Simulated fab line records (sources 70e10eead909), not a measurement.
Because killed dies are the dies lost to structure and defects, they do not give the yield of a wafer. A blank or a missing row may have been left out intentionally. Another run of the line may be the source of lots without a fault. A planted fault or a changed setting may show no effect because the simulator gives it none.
Which tool was responsible? :: flow nand_harc :: 7 lots, 20 wafers sampled, at 3 steps of a route of 1159

WHAT THE GAUGES READ, wafer by wafer
NHARC_A_ONON_D1_THK_MEAS_24: measures by ellipsometry.
lot: L287
measured: day 8 09:53
on: film_metro-02
thk_nm (nm): 998 998 1000

lot: L288
measured: day 9 00:54
on: film_metro-01
thk_nm (nm): 1000 999 998

lot: L292
measured: day 10 00:43
on: film_metro-02
thk_nm (nm): 995 997 996

lot: L296
measured: day 11 11:51
on: film_metro-01
thk_nm (nm): 1010 680

lot: L302
measured: day 12 07:01
on: film_metro-01
thk_nm (nm): 1008 1010 1009

lot: L306
measured: day 13 06:07
on: film_metro-02
thk_nm (nm): 1004 1004 1005

lot: L308
measured: day 14 00:19
on: film_metro-02
thk_nm (nm): 1012 1010 1010

EACH LOT AND THE TOOL THAT RAN IT (in order: tool; ch and the chambers of the sampled wafers; start)
lot: L287
NHARC_P_BONDPAD_PVD_27: pvd_sputter-02, day 7 00:32 or earlier
NHARC_A_ONON_D1_DEP_22: pecvd_onon-03 ch 0, day 8 09:26

lot: L288
NHARC_P_BONDPAD_PVD_27: pvd_sputter-01, day 7 13:43 or earlier
NHARC_A_ONON_D1_DEP_22: pecvd_onon-02 ch 0, day 9 00:23

lot: L292
NHARC_P_BONDPAD_PVD_27: pvd_sputter-02, day 8 14:05 or earlier
NHARC_A_ONON_D1_DEP_22: pecvd_onon-02 ch 0, day 10 00:14

lot: L296
NHARC_P_BONDPAD_PVD_27: pvd_sputter-03, day 10 00:52 or earlier
NHARC_A_ONON_D1_DEP_22: pecvd_onon-02 ch 0, day 11 11:27

lot: L302
NHARC_P_BONDPAD_PVD_27: pvd_sputter-02, day 10 22:00 or earlier
NHARC_A_ONON_D1_DEP_22: pecvd_onon-01 ch 0, day 12 06:34

lot: L306
NHARC_P_BONDPAD_PVD_27: pvd_sputter-01, day 11 18:28 or earlier
NHARC_A_ONON_D1_DEP_22: pecvd_onon-03 ch 0, day 13 05:43

lot: L308
NHARC_P_BONDPAD_PVD_27: pvd_sputter-02, day 12 09:53 or earlier
NHARC_A_ONON_D1_DEP_22: pecvd_onon-03 ch 0, day 13 23:52
- NHARC_P_BONDPAD_PVD_27: deposits Cu, target thk 30 nm, time 20.49 s.
- NHARC_A_ONON_D1_DEP_22: target thk 1000 nm.

THE ANSWER, worked out from the rows above alone
Rule: the usual values come from the lots themselves. The widest of any qualifying gaps counts: lots, ordered by their means at a reading, are off when they make up no more than a third of the lots, leave a main group of 4 or more, and stand apart from it by 3 or more times the standard deviation of that group's means. Not used: any main group whose means are identical at the precision the tables above print for the reading. Also off: a lot with no number at a reading for which 4 or more lots have one. Any other lot the step has rows for is counted as sound.
Off: L296 (NHARC_A_ONON_D1_THK_MEAS_24, thk_nm). Mean 1003 nm and standard deviation 5.5 in the main group.
If a tool, at a process step before that reading, ran all the lots that are off and no sound lot after the first of them, it fits. The gauges at NHARC_A_ONON_D1_THK_MEAS_24 are tried like those tools. NHARC_P_BONDPAD_PVD_27 gives no start for some lots, so the hours and the order of its lots are those of NHARC_A_ZERO_WELL_CD_MEAS_10. This does not decide it: 2 tools fit, namely pvd_sputter-03 at NHARC_P_BONDPAD_PVD_27 and pecvd_onon-02 at NHARC_A_ONON_D1_DEP_22.

WHAT WAS PUT IN BY THE SIMULATOR
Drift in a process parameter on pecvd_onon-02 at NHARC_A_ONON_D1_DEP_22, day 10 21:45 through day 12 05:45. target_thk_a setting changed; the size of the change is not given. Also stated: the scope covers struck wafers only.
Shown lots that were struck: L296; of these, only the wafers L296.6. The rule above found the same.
